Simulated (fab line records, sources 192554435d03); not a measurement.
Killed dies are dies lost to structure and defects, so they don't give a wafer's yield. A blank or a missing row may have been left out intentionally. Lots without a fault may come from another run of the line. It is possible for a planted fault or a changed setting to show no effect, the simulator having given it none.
Lot-split experiment :: flow n5Finfet :: 7 lots, 21 wafers read, on a route of 1938 steps

ABOUT THE SPLIT
At N5_GATE_CUT_DESCUM_18 (chemistry O2, time 7 s), the setting timeS was moved away from the recipe's 7 s on 3 of the 21 wafers read, by -16.4% to -13.7%. This setting was run at the recipe's value on the other wafers.

BETWEEN THE SPLIT AND THE READING: the file shows 1 step in between
- N5_GATE_CUT_ETCH_28: etches underlayer in N2/H2, target depth 13 nm, time 10.4 s

THE READING
CAR-EUV_of_GATE_CUT_COAT_07.thkNm (the simulator's own value, which no gauge read), in nm, at N5_GATE_CUT_ETCH_36 (etches SiARC in CF4, target depth 13 nm, time 21.7 s). The file does not state a usual value for it. Across the 18 wafers here that went through the recipe, the average is 6.9 nm and the standard deviation 0.13 nm.

wafer: L074.1
tool, chamber at the split: rieDiel-05, 3,2
timeS as run, s: 5.855
against the recipe: -16.4%
CAR-EUV_of_GATE_CUT_COAT_07.thkNm, nm: 7.6
against lot-mates on the recipe: +0.8

wafer: L074.4
tool, chamber at the split: rieDiel-05, 3,2
timeS as run, s: 5.855
against the recipe: -16.4%
CAR-EUV_of_GATE_CUT_COAT_07.thkNm, nm: 7.4
against lot-mates on the recipe: +0.6

wafer: L074.5
tool, chamber at the split: rieDiel-05, 3
timeS as run, s: 7
against the recipe: recipe
CAR-EUV_of_GATE_CUT_COAT_07.thkNm, nm: 6.8
against lot-mates on the recipe: -

wafer: L075.3
tool, chamber at the split: rieDiel-02, 0,2,2
timeS as run, s: 7
against the recipe: recipe
CAR-EUV_of_GATE_CUT_COAT_07.thkNm, nm: 7
against lot-mates on the recipe: -

wafer: L075.4
tool, chamber at the split: rieDiel-02, 0,2,2
timeS as run, s: 7
against the recipe: recipe
CAR-EUV_of_GATE_CUT_COAT_07.thkNm, nm: 7
against lot-mates on the recipe: -

wafer: L075.5
tool, chamber at the split: rieDiel-02, 0,2,2
timeS as run, s: 7
against the recipe: recipe
CAR-EUV_of_GATE_CUT_COAT_07.thkNm, nm: 7.2
against lot-mates on the recipe: -

wafer: L076.3
tool, chamber at the split: rieDiel-05, 2,3
timeS as run, s: 7
against the recipe: recipe
CAR-EUV_of_GATE_CUT_COAT_07.thkNm, nm: 6.8
against lot-mates on the recipe: -

wafer: L076.6
tool, chamber at the split: rieDiel-05, 1
timeS as run, s: 7
against the recipe: recipe
CAR-EUV_of_GATE_CUT_COAT_07.thkNm, nm: 6.8
against lot-mates on the recipe: -

wafer: L076.4
tool, chamber at the split: rieDiel-05, 2,3
timeS as run, s: 7
against the recipe: recipe
CAR-EUV_of_GATE_CUT_COAT_07.thkNm, nm: 6.8
against lot-mates on the recipe: -

wafer: L078.2
tool, chamber at the split: rieDiel-02, 0,1,0
timeS as run, s: 7
against the recipe: recipe
CAR-EUV_of_GATE_CUT_COAT_07.thkNm, nm: 7
against lot-mates on the recipe: -

wafer: L078.5
tool, chamber at the split: rieDiel-02, 0,1,0
timeS as run, s: 7
against the recipe: recipe
CAR-EUV_of_GATE_CUT_COAT_07.thkNm, nm: 7
against lot-mates on the recipe: -

wafer: L078.6
tool, chamber at the split: rieDiel-02, 0,1,0
timeS as run, s: 7
against the recipe: recipe
CAR-EUV_of_GATE_CUT_COAT_07.thkNm, nm: 7
against lot-mates on the recipe: -

wafer: L089.1
tool, chamber at the split: rieDiel-05, 3,1
timeS as run, s: 7
against the recipe: recipe
CAR-EUV_of_GATE_CUT_COAT_07.thkNm, nm: 7.2
against lot-mates on the recipe: -

wafer: L089.3
tool, chamber at the split: rieDiel-05, 0
timeS as run, s: 6.041
against the recipe: -13.7%
CAR-EUV_of_GATE_CUT_COAT_07.thkNm, nm: 8
against lot-mates on the recipe: +0.9

wafer: L089.4
tool, chamber at the split: rieDiel-05, 3,1
timeS as run, s: 7
against the recipe: recipe
CAR-EUV_of_GATE_CUT_COAT_07.thkNm, nm: 7
against lot-mates on the recipe: -

wafer: L091.2
tool, chamber at the split: rieDiel-05, 2
timeS as run, s: 7
against the recipe: recipe
CAR-EUV_of_GATE_CUT_COAT_07.thkNm, nm: 7
against lot-mates on the recipe: -

wafer: L091.4
tool, chamber at the split: rieDiel-05, 1,2
timeS as run, s: 7
against the recipe: recipe
CAR-EUV_of_GATE_CUT_COAT_07.thkNm, nm: 7
against lot-mates on the recipe: -

wafer: L091.3
tool, chamber at the split: rieDiel-05, 1,2
timeS as run, s: 7
against the recipe: recipe
CAR-EUV_of_GATE_CUT_COAT_07.thkNm, nm: 6.8
against lot-mates on the recipe: -

wafer: L092.1
tool, chamber at the split: rieDiel-05, 2,3,1
timeS as run, s: 7
against the recipe: recipe
CAR-EUV_of_GATE_CUT_COAT_07.thkNm, nm: 6.8
against lot-mates on the recipe: -

wafer: L092.2
tool, chamber at the split: rieDiel-05, 2,3,1
timeS as run, s: 7
against the recipe: recipe
CAR-EUV_of_GATE_CUT_COAT_07.thkNm, nm: 7
against lot-mates on the recipe: -

wafer: L092.4
tool, chamber at the split: rieDiel-05, 2,3,1
timeS as run, s: 7
against the recipe: recipe
CAR-EUV_of_GATE_CUT_COAT_07.thkNm, nm: 6.8
against lot-mates on the recipe: -
Rows listing several chambers each stand for several wafers; the file does not say which wafer went through which chamber.

FIT RESULTS
A straight line over all 21 wafers: CAR-EUV_of_GATE_CUT_COAT_07.thkNm changes by -0.0449 nm for each +1% of timeS; r = -0.83; the points scatter about the line by 0.18 nm.
The same after taking each lot's own level away (the mean of its wafers on the recipe; 21 wafers): -0.0486 nm for each +1%; r = -0.94; scatter 0.1 nm.
The reading moves by 0.8 nm for the largest change in timeS, on that fit.
Across the lots, their own levels run from 6.80 to 7.10 nm, a range of 2.3 times the standard deviation given above.
So the lot-to-lot level changes the slope little: the two slopes agree.
Check: with one of the wafers moved furthest among these (-16.4%) left out of the fit, the line predicts +0.795 nm for it against its lot-mates. Against them it came out at +0.8 nm.

THESE WAFERS: OTHER SPLITS
Other splits were also applied to these wafers ahead of the reading. Each is held against what the fit with the lots' levels taken away leaves over:
other split on the same wafers: N5_DUMMY_GATE_COAT_34 spinRpm
wafers away from the commonest value: 7
r with CAR-EUV_of_GATE_CUT_COAT_07.thkNm (lot level and that fit taken away): -0.42

other split on the same wafers: N5_SD_EPI_P_COAT_34 spinRpm
wafers away from the commonest value: 8
r with CAR-EUV_of_GATE_CUT_COAT_07.thkNm (lot level and that fit taken away): -0.44

other split on the same wafers: N5_SDB_ALD_29 aldCycles
wafers away from the commonest value: 6
r with CAR-EUV_of_GATE_CUT_COAT_07.thkNm (lot level and that fit taken away): +0.28

other split on the same wafers: N5_HKMG_FIN_EXPOSE_09 doseMj
wafers away from the commonest value: 7
r with CAR-EUV_of_GATE_CUT_COAT_07.thkNm (lot level and that fit taken away): -0.10

THE WHOLE CHAIN: every reading that the file lists as answering this split, in the file's order
step: N5_GATE_CUT_DESCUM_18
what it does: chemistry O2, time 7 s
reading: CAR-EUV_of_GATE_CUT_COAT_07.thkNm (the simulator's own value, which no gauge read)
change (the file's fit): -0.0396 nm for each +1% of the setting
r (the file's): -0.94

step: N5_GATE_CUT_ETCH_28
what it does: etches underlayer in N2/H2, target depth 13 nm, time 10.4 s
reading: CAR-EUV_of_GATE_CUT_COAT_07.thkNm (the simulator's own value, which no gauge read)
change (the file's fit): -0.0486 nm for each +1% of the setting
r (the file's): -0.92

step: N5_GATE_CUT_ETCH_36
what it does: etches SiARC in CF4, target depth 13 nm, time 21.7 s
reading: CAR-EUV_of_GATE_CUT_COAT_07.thkNm (the simulator's own value, which no gauge read)
change (the file's fit): -0.0522 nm for each +1% of the setting
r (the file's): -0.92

FILE'S OWN FIT
CAR-EUV_of_GATE_CUT_COAT_07.thkNm changes by -0.0522 nm for each +1% of timeS, r = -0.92.
